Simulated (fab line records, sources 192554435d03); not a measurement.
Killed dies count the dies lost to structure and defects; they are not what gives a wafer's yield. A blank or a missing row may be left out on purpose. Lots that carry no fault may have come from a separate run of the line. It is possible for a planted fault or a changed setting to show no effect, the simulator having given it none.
What tool caused it? + flow n5_finfet + 11 lots with 32 wafers sampled at 5 steps, on a route of 1938 steps

WHAT THE GAUGES SHOWED, per wafer
N5_BEOL_M8_THK_MEAS_01. Usual: for M8_ILD_THK the level is 155.9 nm and the standard deviation is 2.
| lot  | measured     | on            | M8_ILD_THK (nm)   | flag |
|------|--------------|---------------|-------------------|------|
| L857 | day 9 12:22  | film_metro-02 | 152.2 153.9 154.0 |      |
| L860 | day 10 09:05 | film_metro-01 | 155.9 159.5 156.6 |      |
| L859 | day 10 09:16 | film_metro-02 | 155.6 157.7 158.0 |      |
| L864 | day 10 23:40 | film_metro-01 | 157.5 156.2 160.4 |      |
| L865 | day 11 10:26 | film_metro-01 | 154.3 155.7 157.1 |      |
| L867 | day 12 17:35 | film_metro-01 | 153.1 153.6 155.6 |      |
| L871 | day 13 12:04 | film_metro-02 | 151.5 152.7 107.2 | OFF  |
| L873 | day 13 22:38 | film_metro-01 | 104.6 154.3       | OFF  |
| L876 | day 14 06:00 | film_metro-01 | 157.3 154.8 157.7 |      |
| L877 | day 14 22:15 | film_metro-01 | 154.0 154.3 156.7 |      |
| L879 | day 15 05:52 | film_metro-02 | 156.5 154.6 156.5 |      |

WHICH TOOL RAN EACH LOT (tool, then ch and the chambers of the sampled wafers, then the start)
| lot  | N5_BEOL_M7_STRIP_80                           | N5_BEOL_M7_DEGAS_44          | N5_BEOL_M7_SURFACE_TREAT_79  | N5_BEOL_M8_ILD_DEP_00           |
|------|-----------------------------------------------|------------------------------|------------------------------|---------------------------------|
| L857 | rie_diel-03 ch 1,2, day 9 09:53 or earlier    | pvd_sputter-03, day 9 09:53  | pvd_sputter-03, day 9 10:18  | pecvd-04 ch 0,1, day 9 11:47    |
| L860 | rie_diel-04 ch 1,2,3, day 10 06:32 or earlier | pvd_sputter-02, day 10 06:32 | pvd_sputter-02, day 10 07:07 | pecvd-04 ch 0,2, day 10 08:22   |
| L859 | rie_diel-03 ch 0,2, day 10 06:37 or earlier   | pvd_sputter-02, day 10 06:37 | pvd_sputter-03, day 10 07:07 | pecvd-02 ch 0,1,2, day 10 08:25 |
| L864 | rie_diel-03 ch 2,3, day 10 20:08 or earlier   | pvd_sputter-03, day 10 20:08 | pvd_sputter-01, day 10 20:32 | pecvd-02 ch 1,2, day 10 22:37   |
| L865 | rie_diel-02 ch 0,1, day 11 07:40 or earlier   | pvd_sputter-03, day 11 07:40 | pvd_sputter-03, day 11 08:08 | pecvd-02 ch 0,1, day 11 09:50   |
| L867 | rie_diel-03 ch 0,1,3, day 12 11:19 or earlier | pvd_sputter-03, day 12 11:19 | pvd_sputter-03, day 12 15:24 | pecvd-04 ch 0,1,2, day 12 17:01 |
| L871 | rie_diel-04 ch 0,1,3, day 13 09:10 or earlier | pvd_sputter-02, day 13 09:10 | pvd_sputter-02, day 13 09:34 | pecvd-04 ch 0,1,2, day 13 11:30 |
| L873 | rie_diel-03 ch 2, day 13 20:22 or earlier     | pvd_sputter-02, day 13 20:22 | pvd_sputter-02, day 13 20:47 | pecvd-04 ch 2, day 13 22:02     |
| L876 | rie_diel-04 ch 1,2, day 14 02:32 or earlier   | pvd_sputter-01, day 14 02:32 | pvd_sputter-02, day 14 03:01 | pecvd-02 ch 1,2, day 14 05:25   |
| L877 | rie_diel-03 ch 0,1,3, day 14 19:33 or earlier | pvd_sputter-02, day 14 19:33 | pvd_sputter-02, day 14 20:04 | pecvd-01 ch 0,1, day 14 21:41   |
| L879 | rie_diel-04 ch 0,1,3, day 15 02:40 or earlier | pvd_sputter-01, day 15 02:40 | pvd_sputter-01, day 15 03:19 | pecvd-01 ch 0,1,2, day 15 04:49 |
- N5_BEOL_M7_STRIP_80: strips in N2/H2, time 10 s.
- N5_BEOL_M7_DEGAS_44: time 60 s.
- N5_BEOL_M7_SURFACE_TREAT_79
- N5_BEOL_M8_ILD_DEP_00: deposits SiCOH lowk from DEMS/porogen, target thk 179.75 nm, time 33.4 s.

AS READ BY THE TOOLS THEMSELVES (means over the sampled wafers that have a number; for cases with no such wafer, the mark the record gives instead)
N5_BEOL_M7_STRIP_80. Usual: drypump_motor_current_A 5.8 A, standard deviation 0.5; h2_flow_sccm 200.0 sccm, standard deviation 0.59; oes_product_au 0.73 a.u., standard deviation 0.073; rf_vpp_V 59.1 V, standard deviation 0.87; showerhead_plenum_p_Torr 2.52 Torr, standard deviation 0.094; throttle_valve_pct 23.58 %, standard deviation 0.15.
| lot  | tool        | drypump_motor_current_A (A) | h2_flow_sccm (sccm) | oes_product_au (a.u.) | rf_vpp_V (V) | showerhead_plenum_p_Torr (Torr) | throttle_valve_pct (%) | flag |
|------|-------------|-----------------------------|---------------------|-----------------------|--------------|---------------------------------|------------------------|------|
| L857 | rie_diel-03 | 5.7                         | 199.8               | 0.71                  | 59.2         | 2.52                            | 23.66                  |      |
| L860 | rie_diel-04 | 5.8                         | 200.1               | 0.73                  | 59.1         | 2.59                            | 23.49                  |      |
| L859 | rie_diel-03 | 5.5                         | 199.8               | 0.70                  | 59.0         | 2.48                            | 23.73                  |      |
| L864 | rie_diel-03 | 5.3                         | 199.1               | 0.71                  | 58.8         | 2.44                            | 23.71                  |      |
| L865 | rie_diel-02 | 5.8                         | 200.1               | 0.75                  | 58.6         | 2.50                            | 23.55                  |      |
| L867 | rie_diel-03 | 5.9                         | 200.2               | 0.78                  | 59.1         | 2.54                            | 23.54                  |      |
| L871 | rie_diel-04 | 6.1                         | 199.6               | 0.69                  | 59.2         | 2.54                            | 23.61                  |      |
| L873 | rie_diel-03 | 5.3                         | 199.8               | 0.69                  | 59.8         | 2.51                            | 23.79                  |      |
| L876 | rie_diel-04 | 5.8                         | 199.3               | 0.70                  | 59.4         | 2.59                            | 23.70                  |      |
| L877 | rie_diel-03 | 5.9                         | 199.9               | 0.76                  | 59.2         | 2.53                            | 23.55                  |      |
| L879 | rie_diel-04 | 6.1                         | 200.5               | 0.78                  | 59.9         | 2.64                            | 23.52                  |      |

N5_BEOL_M7_DEGAS_44. Usual: 340 W for heater_power_w, sd 27.
| lot  | tool           | heater_power_w (W) | flag |
|------|----------------|--------------------|------|
| L857 | pvd_sputter-03 | 350                |      |
| L860 | pvd_sputter-02 | 345                |      |
| L859 | pvd_sputter-02 | 351                |      |
| L864 | pvd_sputter-03 | 293                |      |
| L865 | pvd_sputter-03 | 288                |      |
| L867 | pvd_sputter-03 | 325                |      |
| L871 | pvd_sputter-02 | 351                |      |
| L873 | pvd_sputter-02 | 354                |      |
| L876 | pvd_sputter-01 | 346                |      |
| L877 | pvd_sputter-02 | 352                |      |
| L879 | pvd_sputter-01 | 332                |      |

N5_BEOL_M8_ILD_DEP_00. Usual: heater_power_w 302 W, standard deviation 64; showerhead_plenum_p_Torr 5.743 Torr, standard deviation 0.016; throttle_valve_pct 13.8 %, standard deviation 0.72.
| lot  | tool     | heater_power_w (W) | showerhead_plenum_p_Torr (Torr) | throttle_valve_pct (%) | flag |
|------|----------|--------------------|---------------------------------|------------------------|------|
| L857 | pecvd-04 | 313                | 5.748                           | 13.9                   |      |
| L860 | pecvd-04 | 334                | 5.723                           | 13.5                   |      |
| L859 | pecvd-02 | 324                | 5.743                           | 14.0                   |      |
| L864 | pecvd-02 | 262                | 5.743                           | 14.4                   |      |
| L865 | pecvd-02 | 331                | 5.748                           | 14.5                   |      |
| L867 | pecvd-04 | 334                | 5.739                           | 13.8                   |      |
| L871 | pecvd-04 | 317                | 5.746                           | 13.8                   |      |
| L873 | pecvd-04 | 336                | 5.720                           | 13.1                   |      |
| L876 | pecvd-02 | 254                | 5.739                           | 14.5                   |      |
| L877 | pecvd-01 | 260                | 5.747                           | 14.3                   |      |
| L879 | pecvd-01 | 271                | 5.749                           | 13.7                   |      |

THE ANSWER, worked out from the rows above alone
Rule: a lot counts as off when the mean over its wafers that have a number is more than 3 standard deviations away from the usual mean. Also off: a lot with no number at a reading for which 4 or more lots have one. Where the step has rows for the other lots, those lots are counted as sound. After the gauges, taken in route order, come the tools' own readings; for these a lot's mean is taken, as printed above. At the first step where some lot is off, the reading lying furthest off is the one used; lots without a number count as furthest.
Off: at N5_BEOL_M8_THK_MEAS_01 (M8_ILD_THK), L871, L873.
If a tool, at a process step before that reading, ran all the lots that are off and no sound lot after the first of them, it fits. Gauges at N5_BEOL_M8_THK_MEAS_01: tried the same way as those tools. N5_BEOL_M7_STRIP_80 gives no start for some lots, so the hours and the order of its lots are those of N5_BEOL_M7_DEGAS_44. One candidate fits, namely pecvd-04 at N5_BEOL_M8_ILD_DEP_00. A fault onset in the window from L867 (day 12 17:01, its last sound lot) to L871 (day 13 11:30, its first lot off) fits.

WHAT THE SIMULATOR PUT IN
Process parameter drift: pecvd-04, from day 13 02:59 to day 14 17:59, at N5_BEOL_M8_ILD_DEP_00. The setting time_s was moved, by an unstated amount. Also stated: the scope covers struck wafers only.
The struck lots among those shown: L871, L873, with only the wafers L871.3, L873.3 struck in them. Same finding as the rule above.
